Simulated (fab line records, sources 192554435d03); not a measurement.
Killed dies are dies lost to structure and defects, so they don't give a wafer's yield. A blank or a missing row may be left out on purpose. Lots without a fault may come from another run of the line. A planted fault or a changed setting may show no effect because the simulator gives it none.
fab line records | flow n5_finfet
record lots=6 wafers=16 last_day=16
route steps=1938 shown BEOL_M2@871 BEOL_M4@1111 PASSIVATION@1936
lots that met no fault: from a run of the same line without faults
start_h: hours from the record's first day to the start of the lot's first wafer shown | wait_h: hours since the lot's step before | " the same as in the row above | L1.1+2: a row that stands for several wafers | - no value, or no start given | * or withheld: withheld | < > ~ a bound
route shown NAME@n: a module of which the file shows steps, and the number in the route of the first | usual: mean/standard deviation of fault-free wafers | same: alike in all rows | chamber/n: place in a boat | sites: the reading at each site | _std_site: their standard deviation | _edge_site: outer sites' mean less inner sites' | radius_mm: how far each site lies from the wafer's centre | mask NAME#n: copy n | behind: the tool/chamber that last shaped the wafer | hold: why the lot was held/for how many hours/how that ended | device: the transistor (n, p or np) that didn't switch | end of line: the same wafers' tests at the end of the route | a step without rows: its recipe alone | killed: dies lost to structure and defects at the first sort, not the wafer's yield | map: a wafer's dies, x killed, . not, _ none there
set.NAME: the setting as run; set.NAME@STEP: as run at that earlier step | model.NAME: the simulator's own value behind a step, which no gauge read
lots at some steps of the route; a table a step, a row a wafer
services: from which hour (start_h, from the record's first day; less than 0 if before it) a tool's chamber was out of use, for how many hours, and why
## steps
# step N5_BEOL_M2_EBR_24
# recipe solvent=PGMEA ebr_width_mm=1.5
# step N5_BEOL_M2_SOFTBAKE_23
# recipe temp_c=110 time_s=60 resist=CAR-EUV
# step N5_BEOL_M2_EXPOSE_25
# recipe mask_id=V1 na=0.33 source_shape=quasar sigma_inner=0.2 sigma_outer=0.8 polarization=unpolarized defocus_nm=5 dose_mj=63
# step N5_BEOL_M2_PEB_26
# recipe peb_temp_c=100 peb_time_s=60 resist=CAR-EUV
# step N5_BEOL_M2_DEVELOP_27
# recipe develop_time_s=30 developer=TMAH resist=CAR-EUV rinse_liquid=surfactant_rinse dry=air_spin dev_temp_c=23
# step N5_BEOL_M2_CD_MEAS_28
# recipe target_cd_nm=26.2 landing_energy_ev=500 detector=se_inlens target_cd_y_nm=24.1 polarity=opening
# usual cd_nm=26.24/0.22
# columns lot.wafer tool chamber start_h wait_h cd_nm
L485.2 cd_sem-01 0 133.50 - 26.24
L485.3 " 0 " " 26.22
L485.5 " 0 " " 26.28
L486.3 cd_sem-01 0 144.64 - 26.27
L486.5 " 0 " " 25.93
L486.6 " 0 " " 26.01
L491.3 cd_sem-03 0 171.00 - 26.19
L491.4 " 0 " " 26.25
L492.2 cd_sem-03 0 177.34 - 26.56
L492.3 " 0 " " 26.37
L500.2 cd_sem-02 0 220.63 - 26.39
L500.5 " 0 " " 26.37
L500.6 " 0 " " 26.33
L502.2 cd_sem-02 0 235.79 - 26.63
L502.3 " 0 " " 26.36
L502.6 " 0 " " 25.84
# step N5_BEOL_M2_OVL_MEAS_29
# recipe points_per_wafer=522
# usual V1_OVL=0.2/0.71
# columns lot.wafer tool chamber start_h wait_h V1_OVL[nm]
L485.2 overlay-01 0 133.56 0.1 0.4
L485.3 " 0 " " -0.2
L485.5 " 0 " " -0.7
L486.3 overlay-01 0 144.68 0.0 0.4
L486.5 " 0 " " 0.4
L486.6 " 0 " " 0.8
L491.3 overlay-01 0 171.04 0.0 0.3
L491.4 " 0 " " 0.4
L492.2 overlay-02 0 177.38 0.0 0.2
L492.3 " 0 " " -1.4
L500.2 overlay-01 0 220.66 0.0 0.4
L500.5 " 0 " " 0.0
L500.6 " 0 " " -0.6
L502.2 overlay-01 0 235.82 0.0 -0.1
L502.3 " 0 " " 1.0
L502.6 " 0 " " 0.0
# step N5_BEOL_M2_INSPECT_30
# recipe mode=adi inspect_instrument=brightfield
# usual raw_defect_count=392/86
# columns lot.wafer tool chamber start_h wait_h raw_defect_count
L485.2 defect_inspect-01 - 133.61 0.0 451
L485.3 " - " " 415
L485.5 " - " " 485
L486.3 defect_inspect-01 - 144.73 0.0 291
L486.5 " - " " 369
L486.6 " - " " 210
L491.3 defect_inspect-01 - 171.09 0.0 418
L491.4 " - " " 379
L492.2 defect_inspect-01 - 177.43 0.0 280
L492.3 " - " " 278
L500.2 defect_inspect-01 - 220.72 0.0 473
L500.5 " - " " 512
L500.6 " - " " 508
L502.2 defect_inspect-02 - 235.88 0.0 282
L502.3 " - " " 389
L502.6 " - " " 372
# step N5_BEOL_M2_DESCUM_33
# recipe chemistry=O2 time_s=7 source_power_w=50 bias_power_w=20 pressure_mtorr=20 rf_frequency_hz=2.712e+07 temp_c=40 resist=CAR-EUV o2_flow_sccm=225
# usual drypump_motor_current_A=5.7/0.5 oes_product_au=0.83/0.09 rf_vpp_V=243.2/1.5 showerhead_plenum_p_Torr=2.09/0.077 throttle_valve_pct=20.41/0.3
# columns lot.wafer tool chamber start_h wait_h drypump_motor_current_A oes_product_au rf_hours_counter_h rf_vpp_V showerhead_plenum_p_Torr throttle_valve_pct
L485.2 rie_diel-06 2 133.64 0.0 5.5 0.72 195 243.9 2.16 20.86
L485.3 " 0 " " 5.7 0.87 42 245.1 2.23 20.20
L485.5 " 3 " " 5.6 0.82 - 242.6 2.02 20.45
L486.3 rie_diel-06 1 145.00 0.3 6.3 0.98 5 242.8 2.05 20.11
L486.5 " 1 " " 6.3 0.98 - 241.5 2.05 20.10
L486.6 " 0 " " 5.7 0.87 - 244.5 2.23 20.21
L491.3 rie_diel-01 2 171.12 0.0 6.2 0.98 3 243.8 2.13 20.21
L491.4 " 1 " " 5.0 0.74 - 241.7 2.02 21.05
L492.2 rie_diel-01 0 177.47 0.0 4.7 0.73 203 243.0 2.06 20.19
L492.3 " 2 " " 6.2 0.95 6 244.2 2.13 20.20
L500.2 rie_diel-02 0 220.88 0.2 5.5 0.88 53 245.6 2.23 20.44
L500.5 " 2 " " 5.8 0.87 - 244.6 2.13 20.30
L500.6 " 1 " " 6.3 0.77 - 242.5 2.02 20.33
L502.2 rie_diel-01 2 236.00 0.1 6.2 0.90 27 244.0 2.13 20.27
L502.3 " 3 " " 5.3 0.86 55 240.7 2.02 20.23
L502.6 " 3 " " 5.3 0.87 - 242.3 2.02 20.22
# step N5_BEOL_M2_ETCH_77
# recipe chemistry=N2/H2 target=underlayer target_depth_a=65 mask_material=CAR-EUV time_s=5.2 ion_energy_ev=200 pressure_mtorr=30 source_w=840 bias_w=150 n2_flow_sccm=200 h2_flow_sccm=200 ends=cleared
# usual bias_w=150.0/0.49 drypump_motor_current_A=5.7/0.51 etch_rf_on_time_s=5.13/0.13 oes_product_au=0.71/0.079 rf_vpp_V=524.1/2.8 showerhead_plenum_p_Torr=2.55/0.093 throttle_valve_pct=17.8/0.31
# columns lot.wafer tool chamber start_h wait_h bias_w drypump_motor_current_A etch_rf_on_time_s oes_product_au rf_hours_counter_h rf_vpp_V showerhead_plenum_p_Torr throttle_valve_pct
L485.2 rie_diel-06 2 133.68 0.0 150.0 5.6 5.12 0.62 195 525.1 2.64 18.4
L485.3 " 0 " " 149.5 5.8 4.98 0.76 42 527.2 2.70 17.6
L485.5 " 3 " " 149.7 5.6 4.99 0.70 - 522.1 2.47 18.0
L486.3 rie_diel-06 1 145.03 0.0 150.4 6.3 4.88 0.85 5 522.8 2.49 17.5
L486.5 " 1 " " 149.5 6.2 4.89 0.84 - 520.8 2.49 17.4
L486.6 " 0 " " 149.8 5.8 4.91 0.74 - 528.6 2.70 17.6
L491.3 rie_diel-01 2 171.16 0.0 150.6 6.2 5.25 0.82 3 526.3 2.60 17.6
L491.4 " 1 " " 149.5 5.0 5.27 0.62 - 522.7 2.45 18.4
L492.2 rie_diel-01 0 177.50 0.0 149.9 4.7 5.42 0.61 203 524.1 2.53 17.8
L492.3 " 2 " " 150.7 6.2 5.30 0.82 6 526.4 2.59 17.6
L500.2 rie_diel-02 0 220.91 0.0 150.0 5.5 5.10 0.75 53 527.8 2.70 17.8
L500.5 " 2 " " 150.3 5.8 5.12 0.74 - 527.1 2.61 17.8
L500.6 " 1 " " 151.1 6.3 5.27 0.64 - 521.3 2.44 17.7
L502.2 rie_diel-01 2 236.04 0.0 150.0 6.2 5.20 0.76 27 526.5 2.59 17.7
L502.3 " 3 " " 150.5 5.4 5.23 0.74 55 523.2 2.45 17.7
L502.6 " 3 " " 151.3 5.4 5.19 0.74 - 523.3 2.45 17.7
# step N5_BEOL_M2_ETCH_69
# recipe chemistry=CF4 target=SiARC target_depth_a=156 mask_material=CAR-EUV time_s=26 ion_energy_ev=80 pressure_mtorr=40 source_w=545 bias_w=36 Ar_flow_sccm=100 cf4_flow_sccm=100 ends=cleared
# usual bias_w=35.98/0.1 drypump_motor_current_A=5.7/0.5 etch_rf_on_time_s=25.6/0.7 oes_product_au=0.71/0.079 rf_vpp_V=184.1/1.2 showerhead_plenum_p_Torr=2.14/0.076 throttle_valve_pct=15.58/0.22
# columns lot.wafer tool chamber start_h wait_h bias_w drypump_motor_current_A etch_rf_on_time_s oes_product_au rf_hours_counter_h rf_vpp_V showerhead_plenum_p_Torr throttle_valve_pct
L485.2 rie_diel-06 2 133.70 0.0 35.75 5.6 25.4 0.62 195 185.3 2.20 15.98
L485.3 " 0 " " 36.02 5.7 24.9 0.75 42 184.4 2.27 15.35
L485.5 " 3 " " 36.13 5.6 24.4 0.72 - 182.6 2.07 15.61
L486.3 rie_diel-06 1 145.05 0.0 36.05 6.3 24.3 0.85 5 183.9 2.11 15.30
L486.5 " 1 " " 36.09 6.3 24.4 0.85 - 184.7 2.11 15.31
L486.6 " 0 " " 36.05 5.7 24.5 0.75 - 185.6 2.26 15.37
L491.3 rie_diel-01 2 171.17 0.0 36.09 6.2 26.4 0.81 3 185.3 2.20 15.43
L491.4 " 1 " " 36.01 5.0 26.3 0.62 - 183.1 2.05 15.98
L492.2 rie_diel-01 0 177.52 0.0 36.01 4.7 26.4 0.61 203 184.0 2.11 15.56
L492.3 " 2 " " 35.83 6.2 25.9 0.82 6 185.5 2.20 15.43
L500.2 rie_diel-02 0 220.93 0.0 35.86 5.5 25.1 0.76 53 185.2 2.27 15.52
L500.5 " 2 " " 36.01 5.8 25.3 0.75 - 183.6 2.19 15.50
L500.6 " 1 " " 36.11 6.3 25.9 0.66 - 184.3 2.07 15.51
L502.2 rie_diel-01 2 236.06 0.0 35.82 6.2 25.9 0.76 27 185.7 2.19 15.47
L502.3 " 3 " " 36.04 5.3 26.4 0.72 55 184.8 2.09 15.42
L502.6 " 3 " " 36.05 5.4 26.4 0.73 - 184.3 2.09 15.43
# step N5_BEOL_M2_ALD_98
# recipe material=SiO2 target_thk_a=25 temp_c=100 ald_precursor_family=BDEAS ald_co_reactant=O2-plasma pulse_time_s=1 co_reactant_pulse_time_s=1 purge_time_s=2 co_reactant_purge_time_s=2 ald_cycles=17 pressure_torr=2
# usual heater_power_w=80/11 precursor_pulse_height_rel=0.996/0.02 susceptor_temp_C=99.97/0.12
# same co_reactant_pulse_time_s=1
# columns lot.wafer tool chamber start_h wait_h heater_power_w precursor_pulse_height_rel since_wet_clean_h susceptor_temp_C
L485.2 ald_sin-03 1 133.82 0.1 105 1.002 35 100.10
L485.3 " 3 " " 84 1.032 35 99.82
L485.5 " 3 " " 82 1.016 - 99.78
L486.3 ald_sin-03 2 145.13 0.1 89 1.012 46 99.91
L486.5 " 3 " " 83 1.000 - 100.11
L486.6 " 0 " " 62 1.006 - 100.02
L491.3 ald_sin-03 0 171.26 0.1 63 0.999 72 100.09
L491.4 " 1 " " 106 1.024 72 100.13
L492.2 ald_sin-02 2 177.63 0.1 75 1.010 275 99.95
L492.3 " 1 " " 83 0.997 275 99.82
L500.2 ald_sin-01 3 221.01 0.1 79 1.007 213 100.13
L500.5 " 3 " " 79 0.985 - 100.09
L500.6 " 0 " " 71 0.999 - 99.88
L502.2 ald_sin-03 1 236.14 0.1 106 1.003 137 100.16
L502.3 " 3 " " 83 0.977 137 99.96
L502.6 " 3 " " 82 0.978 - 100.19
# step N5_BEOL_M2_ETCHBACK_99
# recipe chemistry=CHF3 target=SiO2 target_depth_a=50 time_s=10.4 source_w=215 bias_w=47 Ar_flow_sccm=200 CHF3_flow_sccm=12 ion_energy_ev=100 pressure_mtorr=30
# usual CHF3_flow_sccm=12.00/0.036 bias_w=47.00/0.15 drypump_motor_current_A=5.7/0.5 oes_product_au=0.83/0.091 rf_vpp_V=239/5 showerhead_plenum_p_Torr=2.16/0.08 throttle_valve_pct=17.06/0.22
# columns lot.wafer tool chamber start_h wait_h CHF3_flow_sccm bias_w drypump_motor_current_A oes_product_au rf_hours_counter_h rf_vpp_V showerhead_plenum_p_Torr throttle_valve_pct model.CAR-EUV_of_BEOL_M2_COAT_22.thk_nm
L485.2 rie_diel-01 0 133.94 0.1 11.97 46.98 4.7 0.73 185 239 2.12 16.88 10.2
L485.3 " 1 " " 12.01 47.03 5.0 0.74 160 242 2.07 17.50 10.4
L485.5 " 0 " " 12.02 46.85 4.7 0.74 - 237 2.12 16.90 10.4
L486.3 rie_diel-02 3 146.01 0.8 12.04 46.98 6.1 0.68 249 238 2.11 17.38 10.4
L486.5 " 0 " " 12.02 46.97 5.5 0.92 - 234 2.31 17.02 10.4
L486.6 " 1 " " 12.03 46.97 6.3 0.78 - 235 2.09 16.98 10.4
L491.3 rie_diel-02 1 172.59 1.3 12.02 46.88 6.3 0.78 147 234 2.09 16.96 10.2
L491.4 " 2 " " 12.04 46.83 5.8 1.28 19 248 2.21 16.95 9.8
L492.2 rie_diel-02 1 180.63 3.0 12.01 47.13 6.4 1.10 150 234 2.09 17.00 10
L492.3 " 0 " " 12.01 46.57 5.5 0.90 38 236 2.31 17.02 10.4
L500.2 rie_diel-01 1 227.64 6.6 11.98 46.88 5.0 0.70 195 242 2.05 17.54 10.4
L500.5 " 0 " " 12.03 46.76 4.7 0.70 - 237 2.11 16.96 10.4
L500.6 " 3 " " 12.02 47.22 5.4 0.86 - 247 2.10 16.88 10.4
L502.2 rie_diel-06 2 241.90 5.7 12.07 46.91 5.5 0.69 228 232 2.21 17.55 10.4
L502.3 " 3 " " 12.00 46.94 5.6 0.80 109 236 2.08 17.23 10.6
L502.6 " 3 " " 12.00 46.98 5.6 0.80 - 236 2.08 17.21 10.4
# step N5_BEOL_M2_ETCH_70
# recipe chemistry=N2/H2 target=SOC target_depth_a=800 overetch_a=240 mask_material=SiARC temp_c=40 time_s=130 ion_energy_ev=200 pressure_mtorr=30 source_w=840 bias_w=150 n2_flow_sccm=200 h2_flow_sccm=200
# usual bias_w=149.9/0.44 drypump_motor_current_A=5.7/0.5 oes_product_au=0.61/0.062 rf_vpp_V=523.9/2.6 showerhead_plenum_p_Torr=2.54/0.091 throttle_valve_pct=17.79/0.28
# columns lot.wafer tool chamber start_h wait_h bias_w drypump_motor_current_A oes_product_au rf_hours_counter_h rf_vpp_V showerhead_plenum_p_Torr throttle_valve_pct
L485.2 rie_diel-01 0 133.98 0.0 150.0 4.7 0.55 185 523.5 2.54 17.74
L485.3 " 1 " " 149.1 5.0 0.55 160 521.7 2.45 18.36
L485.5 " 0 " " 150.5 4.7 0.55 - 523.0 2.54 17.73
L486.3 rie_diel-02 3 146.04 0.0 150.5 6.1 0.50 249 522.1 2.48 17.97
L486.5 " 0 " " 150.3 5.5 0.67 - 529.8 2.71 17.76
L486.6 " 1 " " 149.7 6.3 0.58 - 520.3 2.45 17.59
L491.3 rie_diel-02 1 172.62 0.0 150.3 6.4 0.58 147 521.1 2.45 17.61
L491.4 " 2 " " 150.3 5.8 0.65 19 525.9 2.62 17.75
L492.2 rie_diel-02 1 180.67 0.0 150.1 6.3 0.57 150 521.6 2.45 17.61
L492.3 " 0 " " 150.1 5.5 0.66 38 527.7 2.70 17.79
L500.2 rie_diel-01 1 227.67 0.0 150.4 5.0 0.53 195 520.7 2.44 18.42
L500.5 " 0 " " 150.6 4.7 0.53 - 522.7 2.52 17.79
L500.6 " 3 " " 149.8 5.4 0.64 - 521.7 2.45 17.63
L502.2 rie_diel-06 2 241.94 0.0 150.6 5.6 0.51 228 526.8 2.62 18.40
L502.3 " 3 " " 150.4 5.5 0.57 109 520.5 2.46 17.94
L502.6 " 3 " " 151.0 5.6 0.58 - 522.4 2.46 17.95
# step N5_BEOL_M4_RC_MEAS_101
# usual DIBL_N=36.8/1.5 DIBL_P=37.1/2.1 IOFF_N=0.168/0.03 IOFF_P=0.22/0.034 ION_N=679/12 ION_P=466/8 SS_N=71.7/0.58 SS_P=73.5/0.67 VT_N=248.8/2.7 VT_P=-250/3.3
# columns lot.wafer tool chamber start_h wait_h DIBL_N[mV/V] DIBL_P[mV/V] IOFF_N[nA/um] IOFF_P[nA/um] ION_N[uA/um] ION_P[uA/um] SS_N[mV/dec] SS_P[mV/dec] VT_N[mV] VT_P[mV]
L485.2 prober-02 0 156.34 0.2 39.0 41.5 0.232 0.27 691 472 72.5 74.0 243.9 -248
L485.3 " 0 " " 35.3 36.0 0.143 0.18 669 458 71.6 72.6 251.6 -250
L485.5 " 0 " " 37.3 38.1 0.174 0.21 676 461 71.7 73.1 246.4 -250
L486.3 prober-01 0 170.95 0.3 37.1 38.3 0.189 0.25 681 461 71.5 73.4 245.9 -247
L486.5 " 0 " " 37.0 37.9 0.182 0.25 684 467 71.4 74.3 248.8 -247
L486.6 " 0 " " 38.0 39.9 0.210 0.28 692 471 71.4 74.6 246.4 -245
L491.3 prober-01 0 198.22 0.3 35.2 37.3 0.163 0.22 679 467 72.0 73.1 249.1 -250
L491.4 " 0 " " 35.5 37.0 0.166 0.21 680 463 71.8 72.8 245.1 -248
L492.2 prober-02 0 207.43 0.2 38.0 37.7 0.178 0.25 686 479 71.1 74.2 246.7 -245
L492.3 " 0 " " 37.3 36.0 0.170 0.22 692 480 71.5 72.9 248.6 -249
L500.2 prober-02 0 248.67 0.2 37.2 38.2 0.199 0.22 688 458 72.1 73.5 244.9 -253
L500.5 " 0 " " 35.6 37.3 0.161 0.20 670 466 72.2 72.8 248.6 -251
L500.6 " 0 " " 38.1 39.1 0.201 0.22 689 468 73.6 73.5 247.7 -250
L502.2 prober-01 0 269.53 0.2 35.7 37.3 0.140 0.22 669 465 71.0 73.1 252.1 -249
L502.3 " 0 " " 37.0 36.8 0.149 0.20 669 455 71.8 73.3 252.0 -251
L502.6 " 0 " " 37.8 39.1 0.178 0.24 679 470 71.1 74.2 249.1 -249
# step N5_PASSIVATION_PROBE_49
# usual defect_limited_yield=91.0/1.5 killed_at_M0_to_M3=34/11 killed_at_M4_up=14/5.3 killed_at_contacts=13/7 killed_at_front_end=41/13 killed_at_other=4/3.1 killed_dies=106/17 killed_open=70/12 killed_short=35/8 sort_bin_4_leakage=0.00/0.007 sort_bin_5_function=5.2/0.98 sort_bin_6_memory=3.4/0.69 sort_n_pass=1074/17 sort_yield_pct=91.0/1.5
# same gross_dies=1180 killed_at_back_side=0 sort_bin_8_speed[%]=0
# columns lot.wafer tool chamber start_h wait_h defect_limited_yield[%] killed_at_M0_to_M3 killed_at_M4_up killed_at_contacts killed_at_front_end killed_at_other killed_dies killed_open killed_short sort_bin_4_leakage[%] sort_bin_5_function[%] sort_bin_6_memory[%] sort_n_pass sort_yield_pct[%]
L500.2 prober-01 - 353.11 0.1 92.8 23 20 11 26 5 85 61 22 0 4.0 3.1 1095 92.8
L500.5 prober-01 - 353.26 0.2 91.4 28 27 10 36 1 102 74 26 0 4.4 4.1 1078 91.4
L500.6 prober-01 - 353.31 0.3 93.2 26 16 6 32 0 80 57 22 0 4.9 1.6 1100 93.2
L502.2 prober-02 - 377.21 0.1 91.5 38 14 16 31 1 100 59 41 0 4.0 3.6 1080 91.5
L502.3 prober-02 - 377.26 0.1 92.8 32 7 16 28 2 85 61 23 0 3.7 3.1 1095 92.8
L502.6 prober-02 - 377.41 0.3 91.1 41 11 19 32 2 105 72 33 0 4.9 3.6 1075 91.1
# killed by level:class
L500.2 BEOL_M4:geometric_particle:open=12 MOL_CONTACT_COAG:geometric_particle:open=10 BEOL_M2:geometric_particle:open=9 STI_FIN_REVEAL:geometric_particle:open=6 DUMMY_GATE:geometric_particle:open=5 BEOL_M1:geometric_particle:open=4 BEOL_M3:geometric_particle:open=3 BEOL_M7:geometric_particle:open=3
L500.5 STI_FIN_REVEAL:geometric_particle:open=15 BEOL_M4:geometric_particle:open=15 MOL_CONTACT_COAG:geometric_particle:open=8 BEOL_M1:geometric_particle:open=7 BEOL_M2:geometric_particle:open=7 BEOL_M0_SAQP:geometric_particle:short=6 DUMMY_GATE:geometric_particle:open=5 STARTING-WAFER:geometric_particle:short=3
L500.6 BEOL_M2:geometric_particle:open=12 BEOL_M4:geometric_particle:open=8 STI_FIN_REVEAL:geometric_particle:open=7 MOL_CONTACT_COAG:geometric_particle:open=6 BEOL_M1:geometric_particle:open=5 FIN_SAQP:geometric_particle:open=4 BEOL_M4:geometric_particle:short=4 STARTING-WAFER:geometric_particle:open=4
L502.2 MOL_CONTACT_COAG:geometric_particle:open=14 BEOL_M2:geometric_particle:open=14 FIN_SAQP:geometric_particle:short=12 BEOL_M0_SAQP:geometric_particle:open=5 BEOL_M3:geometric_particle:open=5 BEOL_M4:geometric_particle:open=5 BEOL_M4:geometric_particle:short=5 FIN_SAQP:geometric_particle:open=4
L502.3 MOL_CONTACT_COAG:geometric_particle:open=15 BEOL_M2:geometric_particle:open=15 BEOL_M4:geometric_particle:open=5 FIN_SAQP:geometric_particle:short=4 STI_FIN_REVEAL:geometric_particle:open=4 GATE_CUT:geometric_particle:short=4 BEOL_M2:geometric_particle:short=4 STARTING-WAFER:geometric_particle:open=4
L502.6 MOL_CONTACT_COAG:geometric_particle:open=17 BEOL_M2:geometric_particle:open=12 BEOL_M0_SAQP:geometric_particle:short=7 BEOL_M2:geometric_particle:short=6 BEOL_M0:geometric_particle:open=6 STARTING-WAFER:geometric_particle:open=6 FIN_SAQP:geometric_particle:short=5 FIN_SAQP:geometric_particle:open=4
## services
# columns tool chamber start_h hours kind
rie_diel-06 1 109.69 - clean
rie_diel-06 1 109.69 - consumable_replace:focus_ring
rie_diel-06 1 109.69 20.6 scheduled_down
rie_diel-06 1 109.69 20.6 vent_cycle
rie_diel-01 3 130.35 4.5 repair
rie_diel-01 2 147.45 - clean
rie_diel-01 2 147.45 - consumable_replace:focus_ring
rie_diel-01 2 147.45 14.8 scheduled_down
rie_diel-01 2 147.45 14.8 vent_cycle
rie_diel-02 3 148.32 - clean
rie_diel-02 3 148.32 - consumable_replace:focus_ring
rie_diel-02 3 148.32 21.2 scheduled_down
rie_diel-02 3 148.32 21.2 vent_cycle
rie_diel-01 - 148.96 0.1 repair
rie_diel-02 1 158.46 5.5 repair
ald_sin-02 1 187.06 8.4 repair
ald_sin-02 - 206.86 2.8 pm
rie_diel-06 - 215.62 15.6 pm
ald_sin-02 3 223.33 2.2 repair
rie_diel-02 2 235.45 2.4 repair
ald_sin-01 3 236.11 3.7 repair
ald_sin-03 3 241.06 5.0 repair
## key
first_sign step=N5_BEOL_M2_ETCHBACK_99 reading=oes_product_au direction=up sigmas=4 usual=0.83 struck=1.19
effect none on later readings
model_effect step=N5_BEOL_M2_ETCHBACK_99 value=CAR-EUV_of_BEOL_M2_COAT_22.thk_nm without=10.4 struck=9.9
met_at N5_BEOL_M2_ETCHBACK_99
struck_wafers L491.4,L492.2
onset_between 146.01 172.59
fault kind=process_parameter_drift tool=rie_diel-02 chamber=- onset_h=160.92 steps=N5_BEOL_M2_ETCHBACK_99 channel=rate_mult offset=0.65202 shape=step end_h=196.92 scope=struck_wafers_only
